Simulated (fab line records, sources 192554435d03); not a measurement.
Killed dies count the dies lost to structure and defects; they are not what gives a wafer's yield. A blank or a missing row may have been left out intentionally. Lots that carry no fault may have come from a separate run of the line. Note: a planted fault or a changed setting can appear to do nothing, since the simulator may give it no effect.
fab line records	flow n5_finfet
record: lots: 4	wafers: 12	last_day: 18
route steps=1938 shown SD_EPI_P@306 SD_ACTIVATION@330 ILD0@335 BEOL_M4@1111 BEOL_M14@1749 PASSIVATION@1936
lots that met no fault: from a run of the same line without faults
start_h: start of the lot's first displayed wafer, in hours after the record's first day	wait_h: hours elapsed since this lot's preceding step	" as in the row above	L1.1+2: one row covering several wafers at once	- no value present, or no start provided	* or withheld: withheld	< > ~ a bound
route shown NAME@n: a module of which the file shows steps, and the number in the route of the first	usual: mean/standard deviation taken from wafers without a fault	same: alike in all rows	chamber/n: place in a boat	sites: per-site readings	_std_site: how widely they spread, as a standard deviation	_edge_site: inner sites' mean taken away from outer sites' mean	radius_mm: for every site, how far away it sits from the centre of the wafer	mask NAME#n: copy n	behind: the most recent tool/chamber to have shaped the wafer	hold: reason for holding the lot/hours on hold/outcome of the hold	device: the transistor (n, p or np) that didn't switch	end of line: at the end of the route, the tests of the same wafers	a step given without rows: its recipe and nothing more	killed: not the wafer's yield, but the dies lost to structure and defects at the first sort	map: a wafer's dies, x killed, . not, _ none there
set.NAME: the run value of the setting; set.NAME@STEP: its run value at that earlier step	model.NAME: the simulator's own value behind a step, which no gauge read
lots seen at some steps along the route; tables by step, rows by wafer
services: a tool's chamber out of use, with start hour (start_h, from the record's first day; less than 0 if before it), hours out, and reason
== steps ==
step: N5_SD_EPI_P_DESCUM_14
recipe: chemistry: O2	time_s: 7.9	source_power_w: 50	bias_power_w: 20	pressure_mtorr: 20	rf_frequency_hz: 2.712e+07	temp_c: 40	resist: CAR-ArF-block	o2_flow_sccm: 225
step: N5_SD_EPI_P_ETCH_36
recipe: chemistry: CF4	target: SiARC	target_depth_a: 455	mask_material: CAR-ArF-block	time_s: 75.8	ion_energy_ev: 80	pressure_mtorr: 40	source_w: 545	bias_w: 36	Ar_flow_sccm: 100	cf4_flow_sccm: 100	ends: cleared
step: N5_SD_EPI_P_ETCH_37
recipe: chemistry: N2/H2	target: SOC	overetch_a: 1080	mask_material: SiARC	temp_c: 40	ion_energy_ev: 100	source_w: 3000	bias_w: 133	pressure_mtorr: 20	time_s: 486	n2_flow_sccm: 200	h2_flow_sccm: 200	ends: end_point
step: N5_SD_EPI_P_STRIP_38
recipe: chemistry: N2/H2	temp_c: 40	n2_flow_sccm: 200	h2_flow_sccm: 200	rf_frequency_hz: 6e+07
step: N5_SD_EPI_P_ETCHBACK_46
recipe: chemistry: CH3F/O2	mode: anisotropic_etchback	target: SiNx	target_depth_a: 175	stop_on: SiO2	over_etch_frac: 0.3	ion_energy_ev: 120	pressure_mtorr: 30	source_w: 395	bias_w: 73	Ar_flow_sccm: 150	CH3F_flow_sccm: 30	O2_flow_sccm: 20
step: N5_SD_EPI_P_ETCH_47
recipe: chemistry: CH3F/O2	target: SiOCN	target_depth_a: 250	mask_material: SOC	ion_energy_ev: 60	bias_w: 29	pressure_mtorr: 30	source_w: 410	Ar_flow_sccm: 150	CH3F_flow_sccm: 30	O2_flow_sccm: 20
step: N5_SD_EPI_P_ETCH_16
recipe: chemistry: CHF3/O2	target: SiO2	target_depth_a: 50	mask_material: SOC	pressure_mtorr: 30	source_w: 650	bias_w: 170	Ar_flow_sccm: 200	CHF3_flow_sccm: 50	O2_flow_sccm: 5	ion_energy_ev: 200
step: N5_SD_EPI_P_STRIP_50
recipe: chemistry: CHF3/O2	resist: SiARC	rf_frequency_hz: 6e+07
step: N5_SD_EPI_P_SD_RECESS_17
recipe: chemistry: HBr/Cl2/O2	target_depth_a: 391	bt_time_s: 3	pressure_mtorr: 10	icp_w: 800	bias_w: 112	HBr_flow_sccm: 150	Cl2_flow_sccm: 80	O2_flow_sccm: 12
step: N5_SD_EPI_P_WET_ETCH_45
recipe: chemistry: dHF	dilution: withheld	time_s: 10.7	target: SiO2	target_depth_a: 20	temp_c: 25	dry: ipa_marangoni	rinse_time_s: 30	rinse_temp_c: 23
usual: rinse_temp_c: 23.00/0.1
lot.wafer	tool	chamber	start_h	wait_h	rinse_temp_c
L281.2	wet_bench-03	7	123.26	0.1	22.79
L281.4	"	2	"	"	23.05
L281.6	"	3	"	"	22.93
L282.1	wet_bench-03	1	129.94	0.1	23.27
L282.4	"	4	"	"	22.94
L282.5	"	2	"	"	23.03
L290.2	wet_bench-06	0	174.54	0.1	22.99
L290.3	"	7	"	"	22.96
L290.4	"	4	"	"	23.03
L293.2	wet_bench-03	1	199.45	0.1	23.08
L293.4	"	2	"	"	23.07
L293.6	"	4	"	"	23.32
step: N5_SD_EPI_P_STRIP_40
recipe: chemistry: N2/H2	power_w: 1000	temp_c: 250	h2_frac: 0.65	overash_fraction: 0.3	pressure_mtorr: withheld	n2_flow_sccm: 1750	h2_flow_sccm: 3250
step: N5_SD_EPI_P_PRECLEAN_52
recipe: chemistry: O3/DIW	time_s: 60	temp_c: 22	o3_ppm: 10
step: N5_SD_EPI_P_SRD_20
recipe: dry: ipa_marangoni	do_ppb: 5	time_s: 30	temp_c: 23	rinse_liquid: diw
step: N5_SD_EPI_P_PRECLEAN_51
recipe: chemistry: NF3:NH3	afs_cycles: 1	temp_c: 30	time_s: 20	sublimation_temp_c: 180	sublimation_time_s: 60	pressure_torr: 3	rf_power_w: 30
step: N5_SD_EPI_P_VAPOR_ETCH_44
recipe: chemistry: NF3/Ar	target: SiGe30	temp_c: 25	time_s: 3.3	mode: isotropic
step: N5_SD_EPI_P_EPI_21
recipe: material: SiGe:B	dopant: B	temp_c: 550	pressure_torr: 20	ambient: H2	time_s: 355
step: N5_SD_EPI_P_HM_STRIP_48
recipe: chemistry: H3PO4	temp_c: 160	material: SiNx	target: SiNx	target_depth_a: 30	overetch_fraction: 0.3
step: N5_SD_EPI_P_SRD_49
recipe: dry: ipa_marangoni	time_s: 30	temp_c: 23	rinse_liquid: diw
step: N5_SD_EPI_P_PRECLEAN_24
recipe: chemistry: O3/DIW	time_s: 45	temp_c: 22	o3_ppm: 10
step: N5_SD_EPI_P_PRECLEAN_32
recipe: chemistry: dHF	time_s: 10	dilution: 500:1	temp_c: 25
step: N5_SD_EPI_P_PRECLEAN_33
recipe: chemistry: SC2	time_s: 45	temp_c: 35	mix: 1:1:50
step: N5_SD_EPI_P_SRD_25
recipe: time_s: 30	temp_c: 23	rinse_liquid: diw	dry: ipa_marangoni
step: N5_SD_EPI_P_INSPECT_26
recipe: inspect_instrument: darkfield	mode: post_epi
usual: raw_defect_count: 170/35
lot.wafer	tool	chamber	start_h	wait_h	raw_defect_count
L281.2	defect_inspect-02	-	127.05	0.0	884
L281.4	"	-	"	"	817
L281.6	"	-	"	"	829
L282.1	defect_inspect-02	-	133.72	0.0	825
L282.4	"	-	"	"	922
L282.5	"	-	"	"	823
L290.2	defect_inspect-02	-	177.48	0.0	125
L290.3	"	-	"	"	155
L290.4	"	-	"	"	153
L293.2	defect_inspect-01	-	202.39	0.0	147
L293.4	"	-	"	"	160
L293.6	"	-	"	"	185
step: N5_SD_ACTIVATION_RTA_00
recipe: temp_c: 975	time_s: 0	ambient: N2	idle_temp_c: 600	ramp_up_c_per_s: 150	ramp_down_c_per_s: 60	cool_to_c: 600
step: N5_SD_ACTIVATION_LSA_01
recipe: temp_c: 1080	time_s: 0.0008	ambient: N2
step: N5_SD_ACTIVATION_INSPECT_02
recipe: inspect_instrument: darkfield	mode: post_anneal
usual: raw_defect_count: 169/35
lot.wafer	tool	chamber	start_h	wait_h	raw_defect_count
L281.2	defect_inspect-01	-	127.86	0.1	886
L281.4	"	-	"	"	811
L281.6	"	-	"	"	840
L282.1	defect_inspect-01	-	134.47	0.2	827
L282.4	"	-	"	"	928
L282.5	"	-	"	"	809
L290.2	defect_inspect-01	-	178.37	0.1	121
L290.3	"	-	"	"	150
L290.4	"	-	"	"	150
L293.2	defect_inspect-01	-	203.57	0.1	144
L293.4	"	-	"	"	168
L293.6	"	-	"	"	191
step: N5_ILD0_LINER_00
recipe: material: SiNx	target_thk_a: 40	temp_c: 400	ald_precursor_family: SiH2I2	ald_co_reactant: N2/H2-plasma	pulse_time_s: 1	purge_time_s: 2	co_reactant_purge_time_s: 2	ald_cycles: 80	pressure_torr: 2
step: N5_ILD0_FCVD_FILL_01
recipe: material: SiO2_flowable	target_thk_a: 2000	temp_c: 100	pressure_torr: 0.8	rf_w: 2000	time_s: 328.3
step: N5_ILD0_CURE_02
recipe: temp_c: 450	time_s: 1800	ambient: steam	idle_temp_c: 400	ramp_up_c_per_min: 5	ramp_down_c_per_min: 3	densification_p_h2o_torr: 640
step: N5_ILD0_CMP_03
recipe: stop_on: SiNx	t_overpolish_s: 1.9	post_cmp_clean: alkaline_brush	down_force_psi: 4.1491	platen_rpm: 51.796	pad_velocity_m_s: 1.0306	target_thk_nm: 197.38
step: N5_ILD0_CMP_07
recipe: stop_on: poly-Si	material: SiO2_flowable	t_overpolish_s: 1.18	post_cmp_clean: alkaline_brush	down_force_psi: 4.1491	platen_rpm: 51.796	pad_velocity_m_s: 1.0306	target_thk_nm: 138.88
step: N5_ILD0_PRECLEAN_10
recipe: chemistry: NF3:NH3	afs_cycles: 5	time_s: 20	temp_c: 30	sublimation_temp_c: 180	sublimation_time_s: 60	pressure_torr: 3	rf_power_w: 30
step: N5_ILD0_ALD_15
recipe: material: SiNx	target_thk_a: 240	temp_c: 400	ald_precursor_family: SiH2I2	ald_co_reactant: N2/H2-plasma	pulse_time_s: 1	ald_cycles: 480	purge_time_s: 2	co_reactant_purge_time_s: 2	pressure_torr: 2
step: N5_ILD0_CMP_12
recipe: stop_on: poly-Si	material: SiNx	t_overpolish_s: 6	post_cmp_clean: alkaline_brush	down_force_psi: 2.5	platen_rpm: 51.8	pad_velocity_m_s: 1.0307	target_thk_nm: 17.67
step: N5_BEOL_M4_RC_MEAS_101
usual: DIBL_N: 35.7/1.3	DIBL_P: 35.4/1.8	IOFF_N: 0.152/0.027	IOFF_P: 0.20/0.034	ION_N: 672/9.8	ION_P: 461/7.5	SS_N: 71.4/0.55	SS_P: 73.1/0.61	VT_N: 251/3.3	VT_P: -251/3.6
lot.wafer	tool	chamber	start_h	wait_h	DIBL_N[mV/V]	DIBL_P[mV/V]	IOFF_N[nA/um]	IOFF_P[nA/um]	ION_N[uA/um]	ION_P[uA/um]	SS_N[mV/dec]	SS_P[mV/dec]	VT_N[mV]	VT_P[mV]
L281.2	prober-02	0	237.08	0.2	37.4	34.8	0.190	0.21	674	461	71.8	72.5	244	-247
L281.4	"	0	"	"	36.1	35.3	0.169	0.23	680	469	70.6	73.0	244	-246
L281.6	"	0	"	"	38.1	37.5	0.214	0.26	677	469	72.4	73.6	244	-244
L282.1	prober-02	0	240.00	0.0	34.9	34.6	0.135	0.17	656	443	72.0	73.0	252	-259
L282.4	"	0	"	"	37.4	36.0	0.168	0.18	670	447	72.4	73.3	252	-255
L282.5	"	0	"	"	36.3	35.1	0.160	0.17	663	451	71.4	73.7	251	-255
L290.2	prober-02	0	281.75	0.8	36.6	36.9	0.156	0.19	670	456	71.6	73.8	249	-252
L290.3	"	0	"	"	35.5	35.8	0.146	0.17	668	451	71.1	72.8	249	-257
L290.4	"	0	"	"	33.7	33.4	0.118	0.14	657	449	71.7	72.6	251	-258
L293.2	prober-02	0	318.63	0.2	33.7	33.3	0.112	0.18	669	470	70.2	72.8	255	-250
L293.4	"	0	"	"	32.7	31.1	0.097	0.15	661	459	71.1	72.6	258	-252
L293.6	"	0	"	"	32.1	30.5	0.093	0.16	651	457	70.2	72.6	257	-253
step: N5_BEOL_M14_DESCUM_33
recipe: chemistry: O2	time_s: 7.9	source_power_w: 50	bias_power_w: 20	pressure_mtorr: 20	rf_frequency_hz: 2.712e+07	temp_c: 40	o2_flow_sccm: 225
usual: bias_power_w: 20.00/0.059	drypump_motor_current_A: 5.6/0.44	oes_product_au: 0.82/0.075	rf_fwd_power_W: 49.38/0.25	rf_vpp_V: 243.2/1.5	showerhead_plenum_p_Torr: 2.09/0.079	throttle_valve_pct: 20.42/0.19
lot.wafer	tool	chamber	start_h	wait_h	bias_power_w	drypump_motor_current_A	oes_product_au	rf_fwd_power_W	rf_hours_counter_h	rf_vpp_V	showerhead_plenum_p_Torr	throttle_valve_pct	model.BEOL_M14.cd_nm
L281.2	rie_diel-01	0	312.63	0.3	19.97	6.2	0.91	49.37	20	241.8	2.05	20.50	293
L281.4	"	3	"	"	20.12	5.3	0.75	49.06	151	242.4	2.01	20.12	294.2
L281.6	"	3	"	"	20.07	5.3	0.75	48.81	-	241.3	2.01	20.14	291.8
L282.1	rie_diel-01	1	314.71	0.1	20.06	5.6	0.95	49.35	9	241.9	2.05	20.24	285.4
L282.4	"	0	"	"	19.91	6.2	0.91	49.31	21	241.4	2.05	20.50	285.8
L282.5	"	3	"	"	19.98	5.4	0.75	49.23	-	241.1	2.01	20.12	286
L290.2	rie_diel-05	3	362.20	0.0	20.07	5.0	0.80	49.53	92	244.9	2.20	20.33	284.8
L290.3	"	0	"	"	20.07	5.5	0.79	49.67	104	242.6	2.02	20.22	284.6
L290.4	"	1	"	"	19.99	6.1	0.81	49.15	83	244.5	2.12	20.26	286.2
L293.2	rie_diel-01	2	395.52	0.0	19.93	5.3	0.71	49.49	200	242.9	2.00	20.41	282
L293.4	"	0	"	"	20.08	6.2	0.86	49.17	50	242.6	2.04	20.55	282.6
L293.6	"	0	"	"	19.99	6.2	0.86	49.07	-	242.9	2.04	20.55	283.8
step: N5_BEOL_M14_ETCH_38
recipe: chemistry: CF4/N2	target: SiCN	target_depth_a: 1065	taper_deg: 2	time_s: 120.6	ion_energy_ev: 150	mask_material: SiO2	pressure_mtorr: 40	source_w: 430	bias_w: 70	Ar_flow_sccm: 100	cf4_flow_sccm: 60	n2_flow_sccm: 60
usual: drypump_motor_current_A: 5.6/0.45	oes_product_au: 0.83/0.068	rf_fwd_power_W: 428.7/1.4	rf_vpp_V: 382.5/2	showerhead_plenum_p_Torr: 2.21/0.077	throttle_valve_pct: 15.42/0.18
lot.wafer	tool	chamber	start_h	wait_h	drypump_motor_current_A	oes_product_au	rf_fwd_power_W	rf_hours_counter_h	rf_vpp_V	showerhead_plenum_p_Torr	throttle_valve_pct	model.BEOL_M14.cd_nm
L281.2	rie_diel-06	0	-	-	4.8	0.79	429.3	109	384.7	2.31	15.63	290.4
L281.4	"	0	"	"	4.8	0.80	430.2	-	384.5	2.31	15.61	290
L281.6	"	3	"	"	5.7	0.88	429.2	-	383.2	2.25	15.48	287.6
L282.1	rie_diel-01	1	-	-	5.6	0.95	429.8	10	381.0	2.17	15.20	281
L282.4	"	0	"	"	6.2	0.92	427.3	23	380.9	2.17	15.48	283
L282.5	"	3	"	"	5.3	0.75	429.0	-	380.4	2.12	15.18	281
L290.2	rie_diel-06	3	-	-	5.7	0.84	429.4	53	383.8	2.25	15.53	282
L290.3	"	2	"	"	5.8	0.92	425.6	14	381.6	2.17	15.30	282
L290.4	"	1	"	"	6.3	0.78	430.5	112	385.3	2.31	15.59	282.6
L293.2	rie_diel-06	1	-	-	6.2	0.78	429.1	123	385.8	2.31	15.60	276.8
L293.4	"	2	"	"	5.8	0.90	429.1	24	381.1	2.16	15.32	279.2
L293.6	"	2	"	"	5.8	0.90	427.5	-	381.6	2.17	15.32	280.8
step: N5_PASSIVATION_PROBE_49
usual: defect_limited_yield: 91.5/1.3	killed_at_M0_to_M3: 33/11	killed_at_M4_up: 14/5.3	killed_at_contacts: 11/6.3	killed_at_front_end: 38/10	killed_at_other: 3.7/2.8	killed_dies: 101/16	killed_open: 67/12	killed_short: 32/7.4	sort_bin_5_function: 5.0/0.86	sort_bin_6_memory: 3.2/0.69	sort_n_pass: 1079/16	sort_yield_pct: 91.5/1.3
same: gross_dies: 1180	killed_at_back_side: 0	sort_bin_4_leakage[%]: 0	sort_bin_8_speed[%]: 0
lot.wafer	tool	chamber	start_h	wait_h	defect_limited_yield[%]	killed_at_M0_to_M3	killed_at_M4_up	killed_at_contacts	killed_at_front_end	killed_at_other	killed_dies	killed_open	killed_short	sort_bin_5_function[%]	sort_bin_6_memory[%]	sort_n_pass	sort_yield_pct[%]
L281.2	prober-02	-	338.64	0.1	80.5	16	12	13	186	3	230	53	37	12.7	4.0	950	80.5
L281.4	prober-02	-	338.74	0.2	82.5	16	15	8	165	2	206	56	16	10.7	3.8	974	82.5
L281.6	prober-02	-	338.84	0.3	81.0	16	10	14	176	8	224	63	25	12.5	4.2	956	81.0
L282.1	prober-01	-	347.49	0.0	87.7	33	17	12	78	5	145	66	25	6.8	4.1	1035	87.7
L282.4	prober-01	-	347.64	0.2	82.4	43	15	20	123	7	208	75	37	10.7	4.1	972	82.4
L282.5	prober-01	-	347.69	0.2	81.0	24	16	1	180	3	224	61	20	12.4	4.1	956	81.0
killed by level:class
L281.2 SD_EPI_P:unspecified=136 STI_FIN_REVEAL:geometric_particle:open=13 FIN_SAQP:geometric_particle:short=10 FIN_SAQP:geometric_particle:open=10 MOL_CONTACT_COAG:geometric_particle:open=9 BEOL_M4:geometric_particle:short=5 BEOL_M2:geometric_particle:open=4 MOL_CONTACT_COAG:geometric_particle:short=4
L281.4 SD_EPI_P:unspecified=132 STI_FIN_REVEAL:geometric_particle:open=8 BEOL_M4:geometric_particle:open=8 MOL_CONTACT_COAG:geometric_particle:open=7 BEOL_M1:geometric_particle:open=6 FIN_SAQP:geometric_particle:open=5 GATE_CUT:geometric_particle:open=5 BEOL_M3:geometric_particle:open=5
L281.6 SD_EPI_P:unspecified=135 STI_FIN_REVEAL:geometric_particle:open=13 FIN_SAQP:geometric_particle:open=10 MOL_CONTACT_COAG:geometric_particle:open=10 BEOL_M1:geometric_particle:open=5 BEOL_M4:geometric_particle:open=5 MIM_TOP_ETCH:geometric_particle:short=5 FIN_SAQP:geometric_particle:short=4
L282.1 SD_EPI_P:unspecified=51 MOL_CONTACT_COAG:geometric_particle:open=10 STI_FIN_REVEAL:geometric_particle:open=9 BEOL_M2:geometric_particle:open=8 BEOL_M4:geometric_particle:open=8 BEOL_M0_SAQP:geometric_particle:short=7 BEOL_M0_SAQP:geometric_particle:open=6 FIN_SAQP:geometric_particle:short=4
L282.4 SD_EPI_P:unspecified=90 MOL_CONTACT_COAG:geometric_particle:open=14 BEOL_M1:geometric_particle:open=10 STI_FIN_REVEAL:geometric_particle:open=8 BEOL_M4:geometric_particle:open=8 MOL_CONTACT_COAG:geometric_particle:short=6 BEOL_M0_SAQP:geometric_particle:short=6 BEOL_M2:geometric_particle:open=6
L282.5 SD_EPI_P:unspecified=140 STI_FIN_REVEAL:geometric_particle:open=15 BEOL_M1:geometric_particle:open=9 BEOL_M4:geometric_particle:open=7 FIN_SAQP:geometric_particle:short=6 DUMMY_GATE:geometric_particle:open=6 BEOL_M3:geometric_particle:open=5 FIN_SAQP:geometric_particle:open=3
map L281.2 (x killed, . not)
_________________.....x......________________
______________.......x.........._____________
___________.....................xx.__________
__________................x........._________
________...............x.............._______
_______...................x...........x______
______...........x...........x.........._____
_____.............x..........x...........____
____..x......x..........x.................___
___.............xxx....x...x........x.x....__
___...x...xx..xxxxxxx.............x.x......__
__...x......xxxxxxx.xxxxxx...............x.._
__.x........xxxxxxxxxxxxxx.x..x.....x......._
_.x.....x..x.xxxxxxxxxxxxx......x..x.........
_..x.......xxxxxxxxxxxxxx......xx.....x......
_...........xxxxxxxxxxxxxxx..x........x......
_..........x.xxxxxxxxxx.x........x...........
_....x.....xxxxxxxxxxxxxx.........x..........
_.........x..xxxxxxxxxxxx.x...x........x....x
_.....x.x....x.xxxxx.xx.x...x................
_.............xxxxxxxx.xx.........x..........
__..................xxx...xx................_
__....xx........x.........xx...............x_
___.x........x.................x...........__
___....x................xx..........x...x.x__
____.............x..x........x............___
_____............................x.......____
______...x..........................x..._____
_______.............x.....x.....x......______
________....................x.......x._______
__________.......x...........x..x..._________
___________............x...........__________
______________......x........x.._____________
_________________...x....x.xx________________
map L282.5 (x killed, . not)
_________________..x.x..x....________________
______________.......x.......x.._____________
___________.........x..............__________
__________..x...x..x.xx............._________
________...............x.............._______
_______x..x..xx..................x.....______
______............................x....._____
_____...........x.....................x..____
____...............xx.....................___
___.......x.xx.x..................x.......x__
___....................................x..x__
__.x..........x............................._
__......x......x.x..........x..............._
_........x.x.x.x..x.x....................x.x.
_........xxxxxxxxxxxxx.......................
_....x.xxxxxxxxxxxxx.xx..x...x...............
_........xxxxxxxxxxxxx......x..x.............
_......xx.xxxxxxxxxxx.x..................x...
_....x.x..xxxxxxxxxx.x....x.............x....
_......xxxxxxxxxxxxxxxxx....x................
_.x....x.xxxxxxxxxxxxxxxx...x........x.......
__.......xxxxxxxxxxxx...x..........x.......x_
__......x.xxxxxxxxxxx.xxx..................._
___.......xxx.xx.x...x.....x...............__
___............xx.x.x......................__
____............xx.......x.x..x...........___
_____...........x...x....x....x..........____
______.................x................_____
_______.....x..x.....xx................______
________..x..x....................x..._______
__________...x..xx.................._________
___________x.....x.................__________
______________.......x.x........_____________
_________________............________________
== services ==
tool	chamber	start_h	hours	kind
rie_diel-06	0	149.96	9.6	repair
rie_diel-06	-	186.01	2.8	pm
rie_diel-06	2	193.07	5.0	repair
rie_diel-06	3	217.63	-	clean
rie_diel-06	3	217.63	-	consumable_replace:focus_ring
rie_diel-06	3	217.63	24.0	scheduled_down
rie_diel-06	3	217.63	24.0	vent_cycle
rie_diel-01	0	246.77	-	clean
rie_diel-01	0	246.77	-	consumable_replace:focus_ring
rie_diel-01	0	246.77	17.1	scheduled_down
rie_diel-01	0	246.77	17.1	vent_cycle
rie_diel-06	0	248.46	12.2	repair
rie_diel-06	2	253.30	11.7	repair
rie_diel-01	1	263.83	-	clean
rie_diel-01	1	263.83	-	consumable_replace:focus_ring
rie_diel-01	1	263.83	23.1	scheduled_down
rie_diel-01	1	263.83	23.1	vent_cycle
rie_diel-06	2	297.24	-	clean
rie_diel-06	0	323.11	6.4	repair
rie_diel-05	-	328.94	1.0	repair
rie_diel-06	1	331.98	7.0	repair
rie_diel-01	3	338.74	10.4	repair
rie_diel-06	2	343.55	9.0	repair
rie_diel-01	1	346.23	5.1	repair
== key ==
first_sign: step: N5_SD_EPI_P_INSPECT_26	reading: raw_defect_count	direction: up	sigmas: 19	usual: 170	struck: 850
effect: step: N5_SD_ACTIVATION_INSPECT_02	reading: raw_defect_count	direction: up	sigmas: 20	usual: 169	struck: 850
effect: step: N5_PASSIVATION_PROBE_49	reading: killed_at_front_end	direction: up	sigmas: 11	usual: 38	struck: 151
model_effect: step: N5_BEOL_M14_DESCUM_33	value: BEOL_M14.cd_nm	without: 285.4	struck: 289.4
model_effect: step: N5_BEOL_M14_ETCH_38	value: BEOL_M14.cd_nm	without: 281.5	struck: 285.5
more_kills_born_at: N5_SD_EPI_P_WET_ETCH_45@wet_bench-03: 684
met_at N5_SD_EPI_P_WET_ETCH_45
struck_wafers L281.2,L281.4,L281.6,L282.1,L282.4,L282.5
loop_trim: step: N5_BEOL_M14_EXPOSE_25	setting: dose	lots: L281
fault: kind: chamber_particle_source	tool: wet_bench-03	chamber: -	onset_h: 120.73	steps: N5_SD_EPI_P_WET_ETCH_45	rate_per_visit_cm2: 1.0706	end_h: 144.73
loop_trim: a control loop set the setting to another value than it would have without faults
